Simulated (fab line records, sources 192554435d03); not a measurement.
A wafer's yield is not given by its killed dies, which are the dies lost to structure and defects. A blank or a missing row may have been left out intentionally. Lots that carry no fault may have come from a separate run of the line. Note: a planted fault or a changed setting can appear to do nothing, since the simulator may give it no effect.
Chamber matching | flow n5Finfet | N5_STI_FIN_REVEAL_ALD_00 on aldSin-02 has 4 sister chambers
The step deposits SiO2, target thk 1 nm, pulse time 1 s. 4 wafers are shown with their chamber, then 7 later ones without.

## EACH WAFER AND ITS CHAMBER
wafer  | chamber | heaterPowerW (W)
L088.5 | 2       | 458
L088.6 | 1       | 475
L090.1 | 3       | 443
L090.2 | 0       | 383

## WAFERS MISSING THEIR CHAMBER
wafer  | heaterPowerW (W)
L090.3 | 466
L096.2 | 478
L096.4 | 472
L096.6 | 452
L097.2 | 469
L097.3 | 394
L097.6 | 465

## CHAMBER TAKEN BY EACH
wafer  | from the rows above     | in truth
L090.3 | can't be placed: 2 or 1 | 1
L096.2 | 1                       | 1
L096.4 | can't be placed: 1 or 2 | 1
L096.6 | can't be placed: 2 or 3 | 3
L097.2 | can't be placed: 1 or 2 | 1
L097.3 | 0                       | 0
L097.6 | can't be placed: 2 or 1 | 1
Correct placement for 2 of the 7. Can't be placed from these rows: 5 (the true chamber is among the candidates in 5). Placed wrongly: 0.
How it was worked out, from the rows above alone: a wafer's distance from a chamber is the root of the sum, over the readings, of the square of ((its reading less the chamber's mean) divided by the reading's scatter). The wafer belongs to the nearest chamber; if the next one is less than 2 further off, it can't be placed. A chamber's mean is the mean of its shown wafers. The scatter (one wafer shown for each chamber): square how far every hidden wafer sits from the nearest shown wafer, average those squares and take the square root.
